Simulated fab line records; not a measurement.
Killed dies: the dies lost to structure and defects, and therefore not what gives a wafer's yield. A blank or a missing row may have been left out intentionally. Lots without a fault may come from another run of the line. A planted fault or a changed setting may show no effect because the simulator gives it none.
Matching of chambers + flow n5_finfet + N5_FIN_SAQP_ALD_61 on ald_sin-01: 4 sister chambers
The step deposits SiO2, target thk 4 nm, pulse time 1 s, purge time 2 s. 18 wafers are shown with their chamber, then 9 later ones without.

EACH WAFER AND ITS CHAMBER
| wafer  | chamber | heater_power_w (W) | precursor_pulse_height_rel | chamber_pressure_Torr (Torr) |
|--------|---------|--------------------|----------------------------|------------------------------|
| L074.1 | 3       | 476                | 0.979                      | 1.992                        |
| L074.3 | 0       | 338                | 1.000                      | 2.010                        |
| L074.5 | 1       | 452                | 1.007                      | 2.000                        |
| L077.2 | 1       | 457                | 1.022                      | 2.004                        |
| L077.4 | 2       | 596                | 1.008                      | 2.010                        |
| L077.6 | 3       | 478                | 1.007                      | 1.998                        |
| L078.4 | 3       | 488                | 0.993                      | 1.997                        |
| L078.5 | 2       | 597                | 1.003                      | 1.995                        |
| L078.6 | 1       | 451                | 1.017                      | 1.998                        |
| L082.2 | 1       | 462                | 1.021                      | 2.001                        |
| L082.4 | 2       | 630                | 1.018                      | 1.996                        |
| L082.5 | 1       | 451                | 1.018                      | 1.999                        |
| L090.2 | 3       | 459                | 1.000                      | 2.008                        |
| L090.3 | 0       | 352                | 0.980                      | 1.992                        |
| L090.5 | 3       | 468                | 1.007                      | 1.995                        |
| L091.2 | 3       | 472                | 1.019                      | 1.995                        |
| L091.5 | 3       | 473                | 0.985                      | 1.997                        |
| L091.6 | 0       | 353                | 0.958                      | 1.999                        |

SIGNATURES (means of the wafers above)
| reading                    | chamber 0 | chamber 1 | chamber 2 | chamber 3 | scatter within a chamber |
|----------------------------|-----------|-----------|-----------|-----------|--------------------------|
| heater_power_w             | 347.67    | 454.60    | 607.67    | 473.43    | 10.2                     |
| precursor_pulse_height_rel | 0.97933   | 1.01700   | 1.00967   | 0.99857   | 0.0128                   |
| chamber_pressure_Torr      | 2.00033   | 2.00040   | 2.00033   | 1.99743   | 0.00586                  |
Rule: distance of a wafer from a chamber = root of the sum over the readings of ((wafer's reading minus chamber's mean) / reading's scatter) squared. The wafer belongs to the nearest chamber; if the next one is less than 2 further off, it can't be placed. The scatter is the square root of a quotient: the sum, over the shown wafers, of each reading's squared deviation from its chamber's mean, divided by wafers minus chambers.

WAFERS WHOSE CHAMBER IS MISSING
| wafer  | heater_power_w (W) | precursor_pulse_height_rel | chamber_pressure_Torr (Torr) |
|--------|--------------------|----------------------------|------------------------------|
| L094.2 | 355                | 0.973                      | 2.004                        |
| L094.3 | 459                | 0.992                      | 2.000                        |
| L094.5 | 591                | 0.995                      | 2.002                        |
| L096.1 | 610                | 1.002                      | 2.000                        |
| L096.4 | 460                | 0.997                      | 1.996                        |
| L096.6 | 616                | 1.035                      | 1.998                        |
| L097.3 | 476                | 1.016                      | 1.999                        |
| L097.4 | 350                | 1.006                      | 2.005                        |
| L097.6 | 346                | 1.027                      | 2.000                        |

WHICH CHAMBER EACH ONE RAN IN
| wafer  | from the rows above     | in truth |
|--------|-------------------------|----------|
| L094.2 | 0                       | 0        |
| L094.3 | can't be placed: 3 or 1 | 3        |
| L094.5 | 2                       | 2        |
| L096.1 | 2                       | 2        |
| L096.4 | can't be placed: 3 or 1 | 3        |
| L096.6 | 2                       | 2        |
| L097.3 | can't be placed: 3 or 1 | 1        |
| L097.4 | 0                       | 0        |
| L097.6 | 0                       | 0        |
Placed correctly: 6 of 9. Unplaceable from these rows: 3, with the true chamber sitting among the candidates in 3. Number placed wrongly: 0.
